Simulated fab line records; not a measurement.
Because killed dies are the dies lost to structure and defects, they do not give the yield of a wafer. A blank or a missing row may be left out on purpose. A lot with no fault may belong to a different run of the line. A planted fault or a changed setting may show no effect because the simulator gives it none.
Struck lot and sound lot, side by side / flow n5Finfet / 29 out of 1938 route steps
Sound: these wafers, L306.1, L306.4, L306.6. Wafers struck: L318.1, L318.4, L318.6. The cause is named last.
Each step with rows lists, per side, the tool, then ch with its chambers, then its first start. Under that, the readings that differ: sound wafers / struck wafers / difference of the means / sigmas: that difference in standard deviations of wafers without a fault.
alike: readings whose means differ by less than 2 such deviations, and words and numbers that are the same on both sides. not compared: withheld readings, readings that some wafer has no value for, bounds like >300 that may hide the same value, and numbers for which the record gives no deviation and whose values overlap.
Wherever a step has rows on one side only, a row that says differs or no value, or a row with sigmas, the two part there. Numbers that don't overlap but have no deviation are shown without sigmas and don't part them. A reading missing from all wafers of one side parts the sides only when that side holds two or more wafers.

first, 9 steps without rows for these wafers: N5_BEOL_M1_DESCUM_16 (chemistry O2, time 7 s); N5_BEOL_M1_ETCH_74 (etches underlayer in N2/H2, target depth 6.5 nm, time 5.2 s); N5_BEOL_M1_ETCH_63 (etches SiARC in CF4, target depth 15.6 nm, time 26 s); N5_BEOL_M1_ETCH_64 (etches SOC in N2/H2, target depth 75 nm, overetch 15 nm, time 112.5 s); N5_BEOL_M1_STRIP_65 (strips in N2/H2); N5_BEOL_M1_STRIP_75 (strips in N2/H2); N5_BEOL_M1_STRIP_66 (strips in CF4); N5_BEOL_M1_HM_OPEN_17 (chemistry Cl2/BCl3, target TiN, target depth 20 nm, overetch 6 nm); N5_BEOL_M1_STRIP_19 (strips in O2).
N5_BEOL_M1_COAT_67: time 60 s, resist thk 60 nm.
  sound on lithoTrack-03 ch 0, day 6 10:29; struck on lithoTrack-03 ch 0, day 9 19:15
reading=spinSpeedRpm (rpm); sound=1500.6 1499.6 1500.4; struck=1537.1 1538.4 1539.2; difference=+38.0; sigmas=+35
reading=model.SOC_of_BEOL_M1_COAT_67.thkNm (nm); sound=60 60 60; struck=59.4 59.2 59.2; difference=-0.7; sigmas=
  alike: heaterPowerTotalW
then, 13 steps without rows for these wafers: N5_BEOL_M1_COAT_68 (time 60 s, resist thk 12 nm); N5_BEOL_M1_COAT_76 (time 60 s, resist thk 5 nm); N5_BEOL_M1_COAT_22 (resist thk 30 nm); N5_BEOL_M1_EBR_24; N5_BEOL_M1_SOFTBAKE_23 (time 60 s); N5_BEOL_M1_EXPOSE_25 (exposes mask V0, defocus 5 nm, target cd 24 nm); N5_BEOL_M1_PEB_26 (peb time 60 s); N5_BEOL_M1_DEVELOP_27 (develop time 30 s); N5_BEOL_M1_DESCUM_33 (chemistry O2, time 7 s); N5_BEOL_M1_ETCH_77 (etches underlayer in N2/H2, target depth 6.5 nm, time 5.2 s); N5_BEOL_M1_ETCH_69 (etches SiARC in CF4, target depth 15.6 nm, time 26 s); N5_BEOL_M1_ALD_98 (deposits SiO2, target thk 2.5 nm, pulse time 1 s, co reactant pulse time 1 s); N5_BEOL_M1_ETCHBACK_99 (etches SiO2 in CHF3, target depth 5 nm, time 10.4 s).
N5_BEOL_M1_ETCH_70: etches SOC in N2/H2, target depth 80 nm, overetch 16 nm, time 120 s.
  sound on rieDiel-06 ch 1,2, day 6 11:28; struck on rieDiel-03 ch 1,3, day 10 01:18
reading=model.etch.depthNm (nm); sound=60.07 59.96 59.97; struck=59.34 59.13 59.12; difference=-0.80; sigmas=
  alike: biasW, drypumpMotorCurrentA, oesProductAu, rfVppV, showerheadPlenumPTorr, throttleValvePct
  not compared: rfHoursCounterH
then, 2 steps without rows for these wafers: N5_BEOL_M1_STRIP_71 (strips in N2/H2); N5_BEOL_M1_STRIP_78 (strips in N2/H2).
N5_BEOL_M1_VIA_ETCH_34: etches the open film in C4F6/O2, target depth 67.8 nm, time 64.4 s.
  sound on rieDiel-06 ch 1,2, day 6 11:34; struck on rieDiel-03 ch 1,3, day 10 01:24
reading=model.SOC_of_BEOL_M1_COAT_67.thkNm (nm); sound=52.2 51.8 52.2; struck=51.6 51.4 51.4; difference=-0.6; sigmas=
  alike: biasW, drypumpMotorCurrentA, oesProductAu, rfVppV, showerheadPlenumPTorr, throttleValvePct
  not compared: rfHoursCounterH
then, 1 step without rows for these wafers: N5_BEOL_M1_STRIP_83 (strips in C4F6/O2).
-- record jumps: 2 days separate the struck wafers' starts on either side; left off in module BEOL_M1, taken up again in module BEOL_M4, whose first shown step is the route's number 1111 --
N5_BEOL_M4_RC_MEAS_101:
  sound on prober-02 ch 0, day 7 20:25; struck on prober-02 ch 0, day 12 09:50
reading=VT_N (mV); sound=242.8 245.2 250.8; struck=252.5 249.3 251.6; difference=+4.9; sigmas=+2
  alike: DIBL_N, DIBL_P, IOFF_N, IOFF_P, ION_N, ION_P, SS_N, SS_P, VT_P

== WHERE THEY PART ==
Last at N5_BEOL_M4_RC_MEAS_101 as far as this record goes, first at N5_BEOL_M1_COAT_67.

WHY: whatever the simulator had introduced
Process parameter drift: lithoTrack-03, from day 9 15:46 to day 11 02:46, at N5_BEOL_M1_COAT_67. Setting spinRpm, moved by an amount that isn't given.
